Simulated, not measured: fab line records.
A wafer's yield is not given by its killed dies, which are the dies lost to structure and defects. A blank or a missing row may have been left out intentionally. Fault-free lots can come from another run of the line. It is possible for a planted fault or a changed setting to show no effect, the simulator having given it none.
Chamber matching | flow nandHarc | NHARC_A_ZERO_WELL_DESCUM_12 on rieDiel-05 has 4 sister chambers
The step chemistry O2, time 3 s. 4 wafers are shown with their chamber, then 10 later ones without.

## WAFERS, EACH WITH ITS CHAMBER
wafer  | chamber | showerheadPlenumPTorr (Torr)
L661.1 | 1       | 1.99
L661.5 | 3       | 1.80
L665.1 | 0       | 2.04
L665.5 | 2       | 1.92

## WAFERS WITHOUT THEIR CHAMBER
wafer  | showerheadPlenumPTorr (Torr)
L665.6 | 2.04
L668.2 | 1.99
L668.4 | 1.92
L668.6 | 2.04
L674.1 | 1.92
L674.2 | 1.99
L674.5 | 1.99
L675.2 | 2.04
L675.4 | 1.79
L675.6 | 1.79

## THE CHAMBER EACH PASSED THROUGH
wafer  | from the rows above | in truth
L665.6 | 0                   | 0
L668.2 | 1                   | 1
L668.4 | 2                   | 2
L668.6 | 0                   | 0
L674.1 | 2                   | 2
L674.2 | 1                   | 1
L674.5 | 1                   | 1
L675.2 | 0                   | 0
L675.4 | 3                   | 3
L675.6 | 3                   | 3
Correctly placed: 10 of 10. Can't be placed from these rows: 0. 0 placed wrongly.
How it was worked out, from the rows above alone: a wafer's distance from a chamber is the root of the sum, over the readings, of the square of ((its reading less the chamber's mean) divided by the reading's scatter). If the next closest chamber is less than 2 further off than the closest, the wafer can't be placed; otherwise it belongs to the closest. The mean given for a chamber averages the wafers shown for that chamber. The scatter: root of mean squared gap, hidden wafer to nearest shown wafer, with one shown wafer a chamber.
